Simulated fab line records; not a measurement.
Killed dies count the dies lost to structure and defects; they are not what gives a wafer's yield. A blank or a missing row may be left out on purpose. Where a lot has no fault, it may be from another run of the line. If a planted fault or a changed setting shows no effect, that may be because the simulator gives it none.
What tool caused it?	flow nand_harc	Sampling: 20 lots, 60 wafers, 6 of 1302 route steps

WHAT THE GAUGES SHOWED, per wafer
Not one reading of a measure or inspect step in the record can be checked against a usual standard deviation.

WHAT TOOL EACH LOT RAN ON (gives the tool, then ch and the chambers of the sampled wafers, and finally the start)
lot	NHARC_A_SGD_CUT_ETCH_58	NHARC_A_SLIT_ETCH_15	NHARC_A_SLIT_STRIP_18	NHARC_A_WL_FILL_RTA_01	NHARC_A_WL_FILL_ALD_02	NHARC_A_WL_FILL_ETCHBACK_26
L075	rie_diel-11 ch 1,2,3, day 19 10:07	rie_diel-06 ch 0,2,3, day 20 10:51 or earlier	rie_diel-06 ch 0,2,3, day 20 10:51 or earlier	rtp_anneal-01 ch 0, day 20 10:51	ald_metal-03 ch 0,1,2, day 20 11:16	rie_si-02 ch 0,1,2, day 21 03:35
L076	rie_diel-03 ch 0,3, day 19 10:16	rie_diel-04 ch 0,1, day 20 10:52 or earlier	rie_diel-06 ch 1,2,3, day 20 10:52 or earlier	rtp_anneal-02 ch 0, day 20 10:52	ald_metal-04 ch 0,1,2, day 20 11:05	rie_si-03 ch 0,1,3, day 21 03:35
L078	rie_diel-01 ch 1,2,3, day 21 00:34	rie_diel-06 ch 1,3, day 22 09:38 or earlier	rie_diel-06 ch 0,2,3, day 22 09:38 or earlier	rtp_anneal-01 ch 0, day 22 09:38	ald_metal-04 ch 2,3, day 22 09:52	rie_si-02 ch 0,2,3, day 23 00:27
L077	rie_diel-11 ch 1,3, day 21 02:59	rie_diel-04 ch 0,1,2, day 22 05:05 or earlier	rie_diel-06 ch 0,1,2, day 22 05:05 or earlier	rtp_anneal-02 ch 0, day 22 05:05	ald_metal-02 ch 0,2,3, day 22 05:19	rie_si-02 ch 2,3, day 22 21:35
L080	rie_diel-03 ch 0,2, day 21 03:58	rie_diel-06 ch 0,1,2, day 22 05:17 or earlier	rie_diel-08 ch 0,3, day 22 05:17 or earlier	rtp_anneal-02 ch 0, day 22 05:17	ald_metal-03 ch 0,2, day 22 05:27	rie_si-03 ch 2,3, day 23 00:27
L079	rie_diel-11 ch 1,2,3, day 21 13:14	rie_diel-08 ch 2,3, day 22 18:15 or earlier	rie_diel-04 ch 0,2,3, day 22 18:15 or earlier	rtp_anneal-02 ch 0, day 22 18:15	ald_metal-02 ch 0,2,3, day 22 18:28	rie_si-05 ch 1,3, day 23 13:59
L083	rie_diel-03 ch 1,2,3, day 22 22:25	rie_diel-06 ch 0,1,3, day 24 02:36 or earlier	rie_diel-06 ch 0,2, day 24 02:36 or earlier	rtp_anneal-01 ch 0, day 24 02:36	ald_metal-02 ch 0,2,3, day 24 02:50	rie_si-05 ch 0,2,3, day 24 21:00
L082	rie_diel-01 ch 0,2,3, day 22 22:42	rie_diel-08 ch 0,1,2, day 24 00:31 or earlier	rie_diel-06 ch 0,1,2, day 24 00:31 or earlier	rtp_anneal-02 ch 0, day 24 00:31	ald_metal-04 ch 0,1,3, day 24 00:50	rie_si-03 ch 0,2,3, day 24 21:01
L084	rie_diel-01 ch 0,2, day 23 09:22	rie_diel-06 ch 0,3, day 24 10:44 or earlier	rie_diel-06 ch 0,2, day 24 10:44 or earlier	rtp_anneal-01 ch 0, day 24 10:44	ald_metal-02 ch 0,1,2, day 24 10:54	rie_si-05 ch 0,1,2, day 25 05:22
L085	rie_diel-01 ch 2,3, day 23 19:05	rie_diel-06 ch 0,1,2, day 24 20:33 or earlier	rie_diel-08 ch 0,1,3, day 24 20:33 or earlier	rtp_anneal-01 ch 0, day 24 20:33	ald_metal-04 ch 0,1,3, day 24 20:47	rie_si-02 ch 0,1, day 25 14:18
L086	rie_diel-03 ch 1,2, day 24 12:23	rie_diel-06 ch 2,3, day 25 14:08 or earlier	rie_diel-06 ch 0,1, day 25 14:08 or earlier	rtp_anneal-01 ch 0, day 25 14:08	ald_metal-04 ch 0,1,2, day 25 14:20	rie_si-02 ch 1,2,3, day 26 06:50
L088	rie_diel-01 ch 1,2, day 24 15:13	rie_diel-08 ch 0,2,3, day 25 14:19 or earlier	rie_diel-08 ch 0,2, day 25 14:19 or earlier	rtp_anneal-01 ch 0, day 25 14:19	ald_metal-03 ch 0,1,3, day 25 14:31	rie_si-03 ch 0,1, day 26 06:51
L089	rie_diel-03 ch 0,1,3, day 24 15:22	rie_diel-04 ch 1,2,3, day 25 17:58 or earlier	rie_diel-08 ch 0,1,2, day 25 17:58 or earlier	rtp_anneal-02 ch 0, day 25 17:58	ald_metal-02 ch 0,1,2, day 25 18:10	rie_si-02 ch 0,1,3, day 26 10:10
L087	rie_diel-11 ch 0,3, day 24 16:46	rie_diel-04 ch 1,2, day 25 17:55 or earlier	rie_diel-04 ch 0,1, day 25 17:55 or earlier	rtp_anneal-01 ch 0, day 25 17:55	ald_metal-04 ch 0,3, day 25 18:07	rie_si-05 ch 1,2,3, day 26 10:10
L091	rie_diel-11 ch 1,3, day 25 10:56	rie_diel-08 ch 0,2,3, day 26 14:28 or earlier	rie_diel-04 ch 0,1, day 26 14:28 or earlier	rtp_anneal-01 ch 0, day 26 14:28	ald_metal-04 ch 2,3, day 26 14:42	rie_si-05 ch 0,1,2, day 27 06:54
L090	rie_diel-01 ch 0,2,3, day 25 11:18	rie_diel-04 ch 0,2,3, day 26 14:37 or earlier	rie_diel-08 ch 0,1,3, day 26 14:37 or earlier	rtp_anneal-02 ch 0, day 26 14:37	ald_metal-03 ch 1,2,3, day 26 14:50	rie_si-05 ch 0,2,3, day 27 09:45
L093	rie_diel-01 ch 0,2,3, day 26 12:11	rie_diel-06 ch 2,3, day 27 18:29 or earlier	rie_diel-08 ch 0,1,3, day 27 18:29 or earlier	rtp_anneal-01 ch 0, day 27 18:29	ald_metal-03 ch 0,2,3, day 27 18:43	rie_si-03 ch 0,2,3, day 28 14:13
L094	rie_diel-01 ch 0,1,3, day 27 15:32	rie_diel-06 ch 1,2, day 28 19:39 or earlier	rie_diel-04 ch 0,1,2, day 28 19:39 or earlier	rtp_anneal-02 ch 0, day 28 19:39	ald_metal-03 ch 0,2,3, day 28 19:52	rie_si-05 ch 0,1,2, day 29 15:58
L095	rie_diel-03 ch 0,1, day 28 01:59	rie_diel-04 ch 0,1,3, day 29 02:40 or earlier	rie_diel-04 ch 0,1, day 29 02:40 or earlier	rtp_anneal-02 ch 0, day 29 02:40	ald_metal-02 ch 0,1, day 29 02:51	rie_si-05 ch 0,2,3, day 29 19:29
L097	rie_diel-01 ch 1,2, day 29 03:49	rie_diel-06 ch 0,3, day 30 04:33 or earlier	rie_diel-08 ch 0,3, day 30 04:33 or earlier	rtp_anneal-01 ch 0, day 30 04:33	ald_metal-04 ch 1,3, day 30 04:47	rie_si-02 ch 0,1,2, day 30 21:25
- NHARC_A_SGD_CUT_ETCH_58: etches the open film in CF4, target depth 39 nm, time 65 s.
- NHARC_A_SLIT_ETCH_15: etches the open film in O2/COS, target depth 6200 nm, time 1612 s.
- NHARC_A_SLIT_STRIP_18: strips in O2.
- NHARC_A_WL_FILL_RTA_01: time 5 s.
- NHARC_A_WL_FILL_ALD_02: deposits TiN, target thk 2 nm, pulse time 3 s, ald cycles 100.
- NHARC_A_WL_FILL_ETCHBACK_26: etches the open film in HBr, target depth 52 nm, time 13.3 s.

AS READ BY THE TOOLS THEMSELVES (means over the sampled wafers that have a number; for cases with no such wafer, the mark the record gives instead)
NHARC_A_SGD_CUT_ETCH_58. Usual: bias_w is 100.0 W with standard deviation 0.3, cf4_flow_sccm is 150.0 sccm with standard deviation 0.45, drypump_motor_current_A is 5.6 A with standard deviation 0.36, oes_product_au is 0.999 a.u. with standard deviation 0.0079, rf_vpp_V is 151.1 V with standard deviation 1.3, showerhead_plenum_p_Torr is 1.76 Torr with standard deviation 0.086, and throttle_valve_pct is 13.285 % with standard deviation 0.0091.
lot	tool	bias_w (W)	cf4_flow_sccm (sccm)	drypump_motor_current_A (A)	oes_product_au (a.u.)	rf_vpp_V (V)	showerhead_plenum_p_Torr (Torr)	throttle_valve_pct (%)	flag
L075	rie_diel-11	100.0	149.9	5.6	0.999	150.6	1.77	13.290	
L076	rie_diel-03	100.2	149.8	5.3	0.997	151.0	1.75	13.284	
L078	rie_diel-01	100.0	150.1	5.4	1.001	151.5	1.75	13.286	
L077	rie_diel-11	99.8	149.7	5.6	1.003	152.4	1.84	13.281	
L080	rie_diel-03	99.9	149.7	5.3	0.986	149.8	1.69	13.278	
L079	rie_diel-11	99.8	149.9	5.6	0.999	151.6	1.77	13.283	
L083	rie_diel-03	100.2	149.5	6.0	0.999	150.6	1.73	13.286	
L082	rie_diel-01	100.4	150.5	5.6	0.996	150.4	1.79	13.289	
L084	rie_diel-01	100.2	150.3	5.6	0.992	153.0	1.86	13.291	
L085	rie_diel-01	100.1	150.2	5.4	1.000	149.6	1.71	13.279	
L086	rie_diel-03	100.0	149.8	6.1	0.990	150.3	1.66	13.288	
L088	rie_diel-01	99.9	150.3	5.5	0.999	151.4	1.79	13.285	
L089	rie_diel-03	100.2	150.0	5.7	0.995	150.7	1.73	13.275	
L087	rie_diel-11	99.7	150.3	5.2	1.011	151.1	1.72	13.282	
L091	rie_diel-11	100.1	149.9	5.3	1.001	151.1	1.78	13.287	
L090	rie_diel-01	99.9	149.9	5.5	1.009	151.8	1.78	13.287	
L093	rie_diel-01	99.9	150.3	5.5	1.009	150.6	1.78	13.287	
L094	rie_diel-01	100.3	150.0	5.4	0.990	151.5	1.77	13.292	
L095	rie_diel-03	100.0	150.0	5.7	0.996	150.4	1.67	13.281	
L097	rie_diel-01	100.4	149.7	5.5	1.006	152.1	1.79	13.281	

NHARC_A_SLIT_ETCH_15. Usual: bias_w is 300.1 W with standard deviation 1, drypump_motor_current_A is 5.7 A with standard deviation 0.42, o2_flow_sccm is 400.0 sccm with standard deviation 1.2, oes_product_au is 0.997 a.u. with standard deviation 0.0075, rf_vpp_V is 314.4 V with standard deviation 1.7, showerhead_plenum_p_Torr is 3.14 Torr with standard deviation 0.099, and throttle_valve_pct is 28.331 % with standard deviation 0.0086.
lot	tool	bias_w (W)	drypump_motor_current_A (A)	o2_flow_sccm (sccm)	oes_product_au (a.u.)	rf_vpp_V (V)	showerhead_plenum_p_Torr (Torr)	throttle_valve_pct (%)	flag
L075	rie_diel-06	300.0	5.5	398.8	1.000	314.8	3.16	28.332	
L076	rie_diel-04	299.8	6.1	398.9	0.994	313.4	3.05	28.317	
L078	rie_diel-06	299.7	6.0	400.0	0.994	315.9	3.21	28.330	
L077	rie_diel-04	301.4	5.9	401.3	0.995	313.6	3.09	28.334	
L080	rie_diel-06	300.6	5.5	399.4	0.990	313.4	3.14	28.323	
L079	rie_diel-08	299.7	5.7	400.0	0.996	313.5	3.03	28.334	
L083	rie_diel-06	299.8	5.6	399.7	0.996	315.0	3.15	28.335	
L082	rie_diel-08	300.2	5.6	399.8	1.004	312.9	3.10	28.342	
L084	rie_diel-06	299.7	5.1	399.7	0.998	314.3	3.11	28.337	
L085	rie_diel-06	299.9	5.5	400.5	0.994	314.3	3.13	28.332	
L086	rie_diel-06	300.1	6.0	399.4	0.995	315.4	3.21	28.334	
L088	rie_diel-08	299.5	5.8	399.3	1.004	314.1	3.14	28.325	
L089	rie_diel-04	299.2	5.7	400.0	0.994	314.9	3.17	28.329	
L087	rie_diel-04	298.9	5.9	400.7	1.008	314.9	3.16	28.329	
L091	rie_diel-08	299.5	5.8	401.0	0.994	315.1	3.14	28.341	
L090	rie_diel-04	299.7	5.5	400.2	0.999	313.5	3.14	28.333	
L093	rie_diel-06	300.2	5.9	400.8	0.999	315.4	3.20	28.335	
L094	rie_diel-06	301.4	6.0	399.8	0.990	313.9	3.17	28.335	
L095	rie_diel-04	300.1	5.7	400.3	1.007	313.9	3.09	28.324	
L097	rie_diel-06	300.2	5.2	399.6	1.004	313.9	3.10	28.327	

NHARC_A_SLIT_STRIP_18. Usual: drypump_motor_current_A 5.7 A, standard deviation 0.41; o2_flow_sccm 500.1 sccm, standard deviation 1.4; oes_product_au 0.998 a.u., standard deviation 0.0082; rf_vpp_V 57.8 V, standard deviation 0.9; showerhead_plenum_p_Torr 3.55 Torr, standard deviation 0.12; throttle_valve_pct 17.037 %, standard deviation 0.0097.
lot	tool	drypump_motor_current_A (A)	o2_flow_sccm (sccm)	oes_product_au (a.u.)	rf_vpp_V (V)	showerhead_plenum_p_Torr (Torr)	throttle_valve_pct (%)	flag
L075	rie_diel-06	5.5	498.6	1.006	58.4	3.57	17.039	
L076	rie_diel-06	6.0	500.3	0.999	58.3	3.61	17.039	
L078	rie_diel-06	5.5	500.4	0.992	58.3	3.56	17.038	
L077	rie_diel-06	5.6	500.9	0.991	58.2	3.54	17.032	
L080	rie_diel-08	6.1	499.4	0.999	57.8	3.61	17.031	
L079	rie_diel-04	5.6	500.3	0.999	57.5	3.55	17.029	
L083	rie_diel-06	5.4	499.1	0.986	57.4	3.55	17.035	
L082	rie_diel-06	5.5	500.4	0.994	57.4	3.54	17.039	
L084	rie_diel-06	5.1	499.9	0.990	57.5	3.49	17.026	
L085	rie_diel-08	5.8	500.2	1.001	58.4	3.56	17.039	
L086	rie_diel-06	5.2	500.1	1.002	57.5	3.48	17.039	
L088	rie_diel-08	5.8	500.5	1.009	58.3	3.61	17.034	
L089	rie_diel-08	5.6	499.3	1.008	57.3	3.50	17.040	
L087	rie_diel-04	6.1	499.7	0.999	58.1	3.43	17.030	
L091	rie_diel-04	6.1	500.2	1.002	58.3	3.43	17.039	
L090	rie_diel-08	5.8	500.3	0.992	57.8	3.56	17.037	
L093	rie_diel-08	5.8	501.9	0.999	58.3	3.56	17.034	
L094	rie_diel-04	5.9	500.1	1.004	58.2	3.48	17.037	
L095	rie_diel-04	6.1	500.1	0.995	57.7	3.43	17.043	
L097	rie_diel-08	6.0	500.9	1.005	57.6	3.61	17.028	

NHARC_A_WL_FILL_RTA_01. Usual: lamp_power_pct 29.8 %, standard deviation 1.6; lamp_zone_2_pct 29.8 %, standard deviation 1.6; wafer_temp_C_max 1004.9, standard deviation 1.6.
lot	tool	lamp_power_pct (%)	lamp_zone_2_pct (%)	wafer_temp_C_max	flag
L075	rtp_anneal-01	28.3	28.3	1003.4	
L076	rtp_anneal-02	31.5	31.5	1005.2	
L078	rtp_anneal-01	28.3	28.3	1003.6	
L077	rtp_anneal-02	31.5	31.5	1005.7	
L080	rtp_anneal-02	31.5	31.5	1007.2	
L079	rtp_anneal-02	31.5	31.5	1005.9	
L083	rtp_anneal-01	28.3	28.3	1004.5	
L082	rtp_anneal-02	31.5	31.5	1006.0	
L084	rtp_anneal-01	28.3	28.3	1003.7	
L085	rtp_anneal-01	28.3	28.3	1003.7	
L086	rtp_anneal-01	28.3	28.3	1004.2	
L088	rtp_anneal-01	28.3	28.3	1004.0	
L089	rtp_anneal-02	31.5	31.5	1005.9	
L087	rtp_anneal-01	28.3	28.3	1003.9	
L091	rtp_anneal-01	28.3	28.3	1003.3	
L090	rtp_anneal-02	31.5	31.5	1005.4	
L093	rtp_anneal-01	28.3	28.3	1003.0	
L094	rtp_anneal-02	31.5	31.5	1006.4	
L095	rtp_anneal-02	31.5	31.5	1007.1	
L097	rtp_anneal-01	28.4	28.3	1004.0	

NHARC_A_WL_FILL_ALD_02. Usual: heater_power_w 1068 W, standard deviation 99; precursor_pulse_height_rel 0.998, standard deviation 0.019.
lot	tool	heater_power_w (W)	precursor_pulse_height_rel	flag
L075	ald_metal-03	1010	1.019	
L076	ald_metal-04	1006	1.014	
L078	ald_metal-04	1016	1.003	
L077	ald_metal-02	1205	0.995	
L080	ald_metal-03	990	0.986	
L079	ald_metal-02	1197	1.012	
L083	ald_metal-02	1204	1.001	
L082	ald_metal-04	1029	1.008	
L084	ald_metal-02	1157	0.996	
L085	ald_metal-04	1032	1.007	
L086	ald_metal-04	1016	1.002	
L088	ald_metal-03	1046	1.026	
L089	ald_metal-02	1148	1.005	
L087	ald_metal-04	1027	0.997	
L091	ald_metal-04	981	0.987	
L090	ald_metal-03	1061	1.014	
L093	ald_metal-03	1030	1.006	
L094	ald_metal-03	1042	0.999	
L095	ald_metal-02	1112	1.012	
L097	ald_metal-04	1060	1.013	

NHARC_A_WL_FILL_ETCHBACK_26. Usual: bias_w 60.00 W, standard deviation 0.19; drypump_motor_current_A 5.7 A, standard deviation 0.32; oes_product_au 1.000 a.u., standard deviation 0.0066; throttle_valve_pct 23.265 %, standard deviation 0.009.
lot	tool	bias_w (W)	drypump_motor_current_A (A)	oes_product_au (a.u.)	throttle_valve_pct (%)	flag
L075	rie_si-02	60.04	5.7	1.000	23.255	
L076	rie_si-03	59.94	5.8	1.003	23.261	
L078	rie_si-02	59.98	5.8	0.995	23.266	
L077	rie_si-02	59.95	5.7	0.996	23.255	
L080	rie_si-03	60.14	6.0	0.997	23.266	
L079	rie_si-05	60.15	5.3	0.998	23.272	
L083	rie_si-05	59.92	5.6	0.996	23.278	
L082	rie_si-03	60.16	5.7	1.000	23.266	
L084	rie_si-05	59.85	5.3	1.000	23.269	
L085	rie_si-02	60.20	5.7	1.004	23.264	
L086	rie_si-02	60.14	5.7	0.997	23.266	
L088	rie_si-03	60.14	5.8	1.003	23.265	
L089	rie_si-02	60.07	5.7	0.996	23.265	
L087	rie_si-05	59.90	5.4	0.996	23.267	
L091	rie_si-05	60.11	5.3	1.006	23.261	
L090	rie_si-05	60.08	5.6	0.999	23.266	
L093	rie_si-03	59.84	5.7	1.011	23.261	
L094	rie_si-05	59.99	5.4	1.004	23.266	
L095	rie_si-05	60.02	5.6	1.010	23.263	
L097	rie_si-02	60.07	5.7	0.993	23.264	

THE ANSWER, worked out from the rows above alone
Rule: lot off if the mean of its wafers having a number is beyond 3 standard deviations from the usual mean. A lot without any number at a reading at which 4 lots or more have one is off too. Where the step has rows for the other lots, those lots are counted as sound. Order of review: gauges by route order, followed by the tools' own readings, for which a lot's mean as printed above is used. The first step at which some lot is off is used, and at that step the reading that is off furthest; a lot without a number counts as furthest.
Nothing can be told from this: no lot is off at any reading shown.

WHAT WAS PUT IN BY THE SIMULATOR
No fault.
